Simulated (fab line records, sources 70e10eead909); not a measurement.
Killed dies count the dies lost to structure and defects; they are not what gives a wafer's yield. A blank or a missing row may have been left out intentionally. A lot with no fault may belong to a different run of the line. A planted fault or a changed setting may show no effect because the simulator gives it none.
fab line records	flow nandHarc
record lots=6	wafers=18	lastDay=22
route steps=1159 shown A_ZERO_WELL@412 A_SOURCE_PLATE@413 A_ONON_D1@424 END@1159
lots with no fault: from the same line, run without faults
startH: start of the lot's first displayed wafer, in hours after the record's first day	waitH: time in hours since the lot's previous step	" as in the row above	L1.1+2: one row covering several wafers at once	- no value present, or no start provided	* or withheld: withheld	< > ~ a bound
route shown NAME@n: names a module that has steps shown in the file, with the first one's number in the route	usual: the fault-free wafers' mean and standard deviation	same: alike in all rows	chamber/n: place in a boat	sites: per-site readings	_std_site: how widely they spread, as a standard deviation	_edge_site: inner sites' mean taken away from outer sites' mean	radiusMm: for every site, how far away it sits from the centre of the wafer	mask NAME#n: copy n	behind: the most recent tool/chamber to have shaped the wafer	hold: why the lot was held/for how many hours/how that ended	device: the n, p or np transistor that did not switch	end of line: the tests these same wafers got at the end of their route	a step given without rows: its recipe and nothing more	killed: at the first sort, the dies lost to defects and structure; wafer yield is something else	map: dies across one wafer; x = killed, . = not, _ = none there
set.NAME: the run value of the setting; set.NAME@STEP: its run value at that earlier step	model.NAME: the simulator's own value behind a step, which no gauge read
lots at selected steps of the route; one table per step, one row per wafer
services: a tool's chamber out of use, with start hour (startH, from the record's first day; less than 0 if before it), hours out, and reason
## steps
# step NHARC_A_ZERO_WELL_INSPECT_17
# usual rawDefectCount=11/5.1
lot.wafer	tool	chamber	startH	waitH	rawDefectCount
L249.2	defectInspect-01	-	150.96	0.1	16
L249.3	"	-	"	"	22
L249.6	"	-	"	"	22
L256.2	defectInspect-02	-	190.76	0.1	13
L256.5	"	-	"	"	12
L256.6	"	-	"	"	7
L259.1	defectInspect-01	-	209.45	0.2	11
L259.3	"	-	"	"	14
L259.6	"	-	"	"	10
L258.1	defectInspect-02	-	211.92	0.2	8
L258.4	"	-	"	"	12
L258.6	"	-	"	"	16
L261.1	defectInspect-02	-	229.74	0.2	14
L261.2	"	-	"	"	9
L261.4	"	-	"	"	3
L262.2	defectInspect-01	-	234.11	0.1	19
L262.3	"	-	"	"	16
L262.6	"	-	"	"	13
# step NHARC_A_SOURCE_PLATE_PRECLEAN_00
# recipe timeS=60	chemistry=HF-LAST
# step NHARC_A_SOURCE_PLATE_SRD_01
# step NHARC_A_SOURCE_PLATE_OXIDE_02
# recipe targetThkA=100	tempC=900	oxTimeS=1362	material=SiO2
# step NHARC_A_SOURCE_PLATE_THK_MEAS_09
# recipe thkMeasGauge=ellipsometry
# usual thkNm=9.7/1
lot.wafer	tool	chamber	startH	waitH	thkNm
L249.2	filmMetro-01	-	160.22	0.4	7.8
L249.3	"	-	"	"	10.2
L249.6	"	-	"	"	8.4
L256.2	filmMetro-02	-	197.07	0.4	9.9
L256.5	"	-	"	"	9.9
L256.6	"	-	"	"	9.0
L259.1	filmMetro-01	-	216.84	0.4	9.5
L259.3	"	-	"	"	8.9
L259.6	"	-	"	"	10.7
L258.1	filmMetro-01	-	216.85	0.4	9.9
L258.4	"	-	"	"	9.4
L258.6	"	-	"	"	8.6
L261.1	filmMetro-01	-	237.09	0.4	9.3
L261.2	"	-	"	"	9.9
L261.4	"	-	"	"	10.6
L262.2	filmMetro-02	-	240.68	0.4	7.5
L262.3	"	-	"	"	8.9
L262.6	"	-	"	"	9.1
# step NHARC_A_SOURCE_PLATE_PVD_04
# recipe targetThkA=500	material=WSi2
# step NHARC_A_SOURCE_PLATE_CVD_03
# recipe targetThkA=2000	tempC=620	pressureMtorr=200	timeS=4000	material=poly-Si
# step NHARC_A_SOURCE_PLATE_ANNEAL_05
# recipe tempC=850	timeS=1800
# step NHARC_A_SOURCE_PLATE_THK_MEAS_06
# recipe thkMeasGauge=ellipsometry
# usual thkNm=200.6/2.1
lot.wafer	tool	chamber	startH	waitH	thkNm
L249.2	filmMetro-01	-	173.65	0.4	204.1
L249.3	"	-	"	"	206.9
L249.6	"	-	"	"	203.5
L256.2	filmMetro-02	-	210.90	0.4	203.1
L256.5	"	-	"	"	201.5
L256.6	"	-	"	"	200.0
L259.1	filmMetro-02	-	230.35	0.4	200.8
L259.3	"	-	"	"	201.6
L259.6	"	-	"	"	201.2
L258.1	filmMetro-01	-	230.36	0.4	202.1
L258.4	"	-	"	"	201.5
L258.6	"	-	"	"	203.0
L261.1	filmMetro-01	-	250.24	0.4	199.5
L261.2	"	-	"	"	201.9
L261.4	"	-	"	"	201.2
L262.2	filmMetro-01	-	254.27	0.4	200.1
L262.3	"	-	"	"	200.9
L262.6	"	-	"	"	200.9
# step NHARC_A_SOURCE_PLATE_INSPECT_08
# usual rawDefectCount=59/23
lot.wafer	tool	chamber	startH	waitH	rawDefectCount
L249.2	defectInspect-02	-	173.73	0.0	49
L249.3	"	-	"	"	89
L249.6	"	-	"	"	50
L256.2	defectInspect-01	-	210.98	0.0	43
L256.5	"	-	"	"	47
L256.6	"	-	"	"	61
L259.1	defectInspect-02	-	230.41	0.0	52
L259.3	"	-	"	"	50
L259.6	"	-	"	"	17
L258.1	defectInspect-01	-	230.42	0.0	40
L258.4	"	-	"	"	43
L258.6	"	-	"	"	66
L261.1	defectInspect-02	-	250.30	0.0	70
L261.2	"	-	"	"	29
L261.4	"	-	"	"	48
L262.2	defectInspect-01	-	254.36	0.0	70
L262.3	"	-	"	"	75
L262.6	"	-	"	"	75
# step NHARC_A_ONON_D1_DEP_00
# recipe targetThkA=10000	n2FlowSccm=2750	n2oFlowSccm=2000	nh3FlowSccm=500	sih4FlowSccm=210	tempC=400
lot.wafer	tool	chamber	startH	waitH
L249.2+3+6	pecvdOnon-01	0	173.86	0.1
L256.2+5+6	pecvdOnon-02	0	211.11	0.1
L259.1+3+6	pecvdOnon-01	0	230.48	0.1
L258.1+4+6	pecvdOnon-02	0	230.49	0.1
L261.1+2+4	pecvdOnon-03	0	250.37	0.1
L262.2+3+6	pecvdOnon-02	0	254.48	0.1
# step NHARC_A_ONON_D1_THK_MEAS_02
# recipe thkMeasGauge=ellipsometry
# usual thkNm=999/8.4
lot.wafer	tool	chamber	startH	waitH	hold	thkNm
L249.2	filmMetro-01	-	174.31	-	-	1000
L249.3	"	-	"	"	-	999
L249.6	"	-	"	"	-	999
L256.2	filmMetro-01	-	211.56	-	-	1010
L256.5	"	-	"	"	-	1012
L256.6	"	-	"	"	-	1011
L259.1	filmMetro-01	-	230.99	-	-	1005
L259.3	"	-	"	"	-	1006
L259.6	"	-	"	"	-	1006
L258.1	filmMetro-02	-	230.99	-	awaitDispo/0.2h/release	741
L258.4	"	-	"	"	awaitDispo/0.2h/release	745
L258.6	"	-	"	"	awaitDispo/0.2h/release	743
L258.1	filmMetro-02	-	231.16	0.2	-	745
L258.4	"	-	"	"	-	743
L258.6	"	-	"	"	-	743
L261.1	filmMetro-02	-	250.89	-	-	995
L261.2	"	-	"	"	-	996
L261.4	"	-	"	"	-	995
L262.2	filmMetro-01	-	254.93	-	awaitDispo/0.2h/release	1006
L262.3	"	-	"	"	awaitDispo/0.2h/release	1006
L262.6	"	-	"	"	awaitDispo/0.2h/release	762
L262.2	filmMetro-01	-	255.10	0.2	-	1006
L262.3	"	-	"	"	-	1005
L262.6	"	-	"	"	-	763
# step NHARC_END_SORT_01
# recipe tempC=25
# usual killedAtArray=28/11	killedAtOther=0.7/1.1	killedAtPeriphery=2.9/2	killedDies=32/11	killedOpen=3.2/1.8	killedShort=2.0/1.4
# same grossDies=677
lot.wafer	tool	chamber	startH	waitH	hold	killedAtArray	killedAtOther	killedAtPeriphery	killedDies	killedOpen	killedShort
L249.2	prober-02	0	451.87	2.8	-	27	2	5	34	4	1
L249.3	prober-02	0	452.66	3.1	-	33	1	5	39	1	3
L249.6	prober-02	0	455.04	4.0	-	29	2	1	32	2	1
L258.1	prober-02	0	509.98	2.4	awaitDispo/3.5h/release	677	0	0	677	1	1
L258.4	prober-02	0	512.37	3.4	awaitDispo/3.5h/release	676	0	1	677	3	2
L258.6	prober-02	0	513.96	4.0	awaitDispo/3.5h/release	673	0	4	677	3	2
L261.1	prober-01	0	517.08	2.5	-	42	0	3	45	3	1
L261.2	prober-01	0	517.87	2.8	-	42	1	1	44	2	1
L261.4	prober-01	0	519.47	3.4	-	42	0	2	44	3	2
L262.2	prober-02	0	534.82	2.8	awaitDispo/5.2h/release	28	3	3	34	6	3
L262.3	prober-02	0	535.63	3.1	awaitDispo/5.2h/release	43	0	8	51	12	4
L262.6	prober-02	0	538.05	4.0	awaitDispo/5.2h/release	668	4	5	677	6	2
# killed by level:class
L249.2 A_CHANNEL_HOLE_D1:chamberFilmFlake=14 A_STAIRCASE:chamberFilmFlake=8 P_ZERO_WELL:chamberFilmFlake=2 P_STI:chamberFilmFlake=2 A_WL_FILL:chamberFilmFlake=2 P_M0:geometricParticle:open=1 A_ONON_D1:geometricParticle:open=1 A_CHANNEL_FILL_D1:geometricParticle:open=1
L249.3 A_CHANNEL_HOLE_D1:chamberFilmFlake=17 A_STAIRCASE:chamberFilmFlake=8 P_ZERO_WELL:chamberFilmFlake=3 A_ZERO_WELL:chamberFilmFlake=3 P_M0:geometricParticle:open=1 A_ONON_D1:geometricParticle:short=1 A_WL_FILL:geometricParticle:short=1 A_CONTACT:geometricParticle:short=1
L249.6 A_STAIRCASE:chamberFilmFlake=13 A_CHANNEL_HOLE_D1:chamberFilmFlake=12 THIN_TSV:chamberFilmFlake=2 A_CHANNEL_FILL_D1:geometricParticle:open=1 A_STAIRCASE:geometricParticle:open=1 A_WL_FILL:geometricParticle:short=1 P_STI:chamberFilmFlake=1 A_CONTACT:chamberFilmFlake=1
L258.1 A_ONON_D1:areaDep=667 A_CHANNEL_HOLE_D1:chamberFilmFlake=4 A_WL_FILL:geometricParticle:short=1 A_M0:geometricParticle:open=1 A_STAIRCASE:chamberFilmFlake=1 A_SGD_CUT:chamberFilmFlake=1 A_WL_FILL:chamberFilmFlake=1 A_CONTACT:chamberFilmFlake=1
L258.4 A_ONON_D1:areaDep=662 A_STAIRCASE:chamberFilmFlake=3 A_SGD_CUT:chamberFilmFlake=3 A_CONTACT:chamberFilmFlake=3 P_CONTACT:geometricParticle:open=1 A_SOURCE_PLATE:geometricParticle:short=1 A_CHANNEL_HOLE_D1:geometricParticle:short=1 A_CONTACT:geometricParticle:open=1
L258.6 A_ONON_D1:areaDep=656 A_CHANNEL_HOLE_D1:chamberFilmFlake=6 A_STAIRCASE:chamberFilmFlake=5 P_M0:geometricParticle:open=2 A_CONTACT:chamberFilmFlake=2 P_STI:geometricParticle:short=1 A_ONON_D1:geometricParticle:short=1 A_CONTACT:geometricParticle:open=1
L261.1 A_CHANNEL_HOLE_D1:chamberFilmFlake=23 A_SLIT:chamberFilmFlake=13 A_CONTACT:chamberFilmFlake=3 A_ONON_D1:geometricParticle:open=2 P_CONTACT:geometricParticle:open=1 A_SGD_CUT:geometricParticle:short=1 P_ZERO_WELL:chamberFilmFlake=1 P_STI:chamberFilmFlake=1
L261.2 A_CHANNEL_HOLE_D1:chamberFilmFlake=21 A_SLIT:chamberFilmFlake=11 A_CONTACT:chamberFilmFlake=7 A_WL_FILL:geometricParticle:short=1 A_CONTACT:geometricParticle:open=1 P_ZERO_WELL:chamberFilmFlake=1 STARTING-WAFER:geometricParticle:open=1 A_STAIRCASE:chamberFilmFlake=1
L261.4 A_CHANNEL_HOLE_D1:chamberFilmFlake=20 A_SLIT:chamberFilmFlake=13 A_CONTACT:chamberFilmFlake=5 A_ONON_D1:geometricParticle:open=2 P_GATE:geometricParticle:short=1 P_GATE:geometricParticle:open=1 A_WL_FILL:geometricParticle:short=1 A_STAIRCASE:chamberFilmFlake=1
L262.2 A_SLIT:chamberFilmFlake=12 A_CHANNEL_HOLE_D1:chamberFilmFlake=5 A_STAIRCASE:chamberFilmFlake=2 A_CONTACT:chamberFilmFlake=2 THIN_TSV:chamberFilmFlake=2 P_CONTACT:geometricParticle:open=1 P_M0:geometricParticle:open=1 A_ONON_D1:geometricParticle:short=1
L262.3 A_SLIT:chamberFilmFlake=16 A_STAIRCASE:chamberFilmFlake=5 A_BLC:geometricParticle:open=4 P_ZERO_WELL:chamberFilmFlake=4 A_CHANNEL_HOLE_D1:chamberFilmFlake=4 A_CONTACT:chamberFilmFlake=3 A_SGD_CUT:geometricParticle:open=2 A_WL_FILL:geometricParticle:open=2
L262.6 A_ONON_D1:areaDep=640 A_SLIT:chamberFilmFlake=11 P_ZERO_WELL:chamberFilmFlake=4 A_CHANNEL_HOLE_D1:chamberFilmFlake=4 THIN_TSV:chamberFilmFlake=4 A_STAIRCASE:chamberFilmFlake=3 A_CONTACT:chamberFilmFlake=3 A_CONTACT:geometricParticle:open=2
# map L258.1 (x killed, . not)
____________x____________
_________xxxxxxx_________
_______xxxxxxxxxxx_______
______xxxxxxxxxxxxx______
_____xxxxxxxxxxxxxxx_____
____xxxxxxxxxxxxxxxxx____
____xxxxxxxxxxxxxxxxx____
___xxxxxxxxxxxxxxxxxxx___
___xxxxxxxxxxxxxxxxxxx___
__xxxxxxxxxxxxxxxxxxxxx__
__xxxxxxxxxxxxxxxxxxxxx__
_xxxxxxxxxxxxxxxxxxxxxxx_
_xxxxxxxxxxxxxxxxxxxxxxx_
_xxxxxxxxxxxxxxxxxxxxxxx_
_xxxxxxxxxxxxxxxxxxxxxxx_
_xxxxxxxxxxxxxxxxxxxxxxx_
xxxxxxxxxxxxxxxxxxxxxxxxx
xxxxxxxxxxxxxxxxxxxxxxxxx
xxxxxxxxxxxxxxxxxxxxxxxxx
xxxxxxxxxxxxxxxxxxxxxxxxx
xxxxxxxxxxxxxxxxxxxxxxxxx
_xxxxxxxxxxxxxxxxxxxxxxx_
_xxxxxxxxxxxxxxxxxxxxxxx_
_xxxxxxxxxxxxxxxxxxxxxxx_
_xxxxxxxxxxxxxxxxxxxxxxx_
_xxxxxxxxxxxxxxxxxxxxxxx_
__xxxxxxxxxxxxxxxxxxxxx__
__xxxxxxxxxxxxxxxxxxxxx__
___xxxxxxxxxxxxxxxxxxx___
___xxxxxxxxxxxxxxxxxxx___
____xxxxxxxxxxxxxxxxx____
____xxxxxxxxxxxxxxxxx____
_____xxxxxxxxxxxxxxx_____
______xxxxxxxxxxxxx______
_______xxxxxxxxxxx_______
_________xxxxxxx_________
____________x____________
# map L262.6 (x killed, . not)
____________x____________
_________xxxxxxx_________
_______xxxxxxxxxxx_______
______xxxxxxxxxxxxx______
_____xxxxxxxxxxxxxxx_____
____xxxxxxxxxxxxxxxxx____
____xxxxxxxxxxxxxxxxx____
___xxxxxxxxxxxxxxxxxxx___
___xxxxxxxxxxxxxxxxxxx___
__xxxxxxxxxxxxxxxxxxxxx__
__xxxxxxxxxxxxxxxxxxxxx__
_xxxxxxxxxxxxxxxxxxxxxxx_
_xxxxxxxxxxxxxxxxxxxxxxx_
_xxxxxxxxxxxxxxxxxxxxxxx_
_xxxxxxxxxxxxxxxxxxxxxxx_
_xxxxxxxxxxxxxxxxxxxxxxx_
xxxxxxxxxxxxxxxxxxxxxxxxx
xxxxxxxxxxxxxxxxxxxxxxxxx
xxxxxxxxxxxxxxxxxxxxxxxxx
xxxxxxxxxxxxxxxxxxxxxxxxx
xxxxxxxxxxxxxxxxxxxxxxxxx
_xxxxxxxxxxxxxxxxxxxxxxx_
_xxxxxxxxxxxxxxxxxxxxxxx_
_xxxxxxxxxxxxxxxxxxxxxxx_
_xxxxxxxxxxxxxxxxxxxxxxx_
_xxxxxxxxxxxxxxxxxxxxxxx_
__xxxxxxxxxxxxxxxxxxxxx__
__xxxxxxxxxxxxxxxxxxxxx__
___xxxxxxxxxxxxxxxxxxx___
___xxxxxxxxxxxxxxxxxxx___
____xxxxxxxxxxxxxxxxx____
____xxxxxxxxxxxxxxxxx____
_____xxxxxxxxxxxxxxx_____
______xxxxxxxxxxxxx______
_______xxxxxxxxxxx_______
_________xxxxxxx_________
____________x____________
## services
tool	chamber	startH	hours	kind
pecvdOnon-03	-	153.40	13.0	pm
pecvdOnon-01	-	195.00	13.0	pm
## key
firstSign step=NHARC_A_ONON_D1_THK_MEAS_02	reading=visit	direction=added
effect step=NHARC_A_ONON_D1_THK_MEAS_02	reading=thkNm	direction=down	sigmas=30	usual=999	struck=748
effect step=NHARC_END_SORT_01	reading=killedAtArray	direction=up	sigmas=59	usual=28	struck=674
moreKillsBornAt NHARC_A_ONON_D1_DEP_00@pecvdOnon-02=2625
metAt NHARC_A_ONON_D1_DEP_00
struckWafers L258.1,L258.4,L258.6,L262.6
laterRowsLeftOut L258.1,L258.4,L258.6,L262.6
testerLeftOut L258,L262
onsetBetween 211.11 230.49
fault kind=processParameterDrift	tool=pecvdOnon-02	chamber=-	onsetH=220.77	steps=NHARC_A_ONON_D1_DEP_00	channel=targetThkA	offset=*	shape=step	endH=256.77	scope=struckWafersOnly	actsIn=*	stated=*
# testerLeftOut: of these lots the tester's yield and bins aren't shown, on N5 and GAA mostly nor the transistor test; their killed dies are dies lost to structure and defects alone, not to doping, threshold or leakage, so they don't give the yield
# laterRowsLeftOut: the simulator's readings of these wafers behind a module that went badly wrong aren't trusted and aren't shown, but for the sort
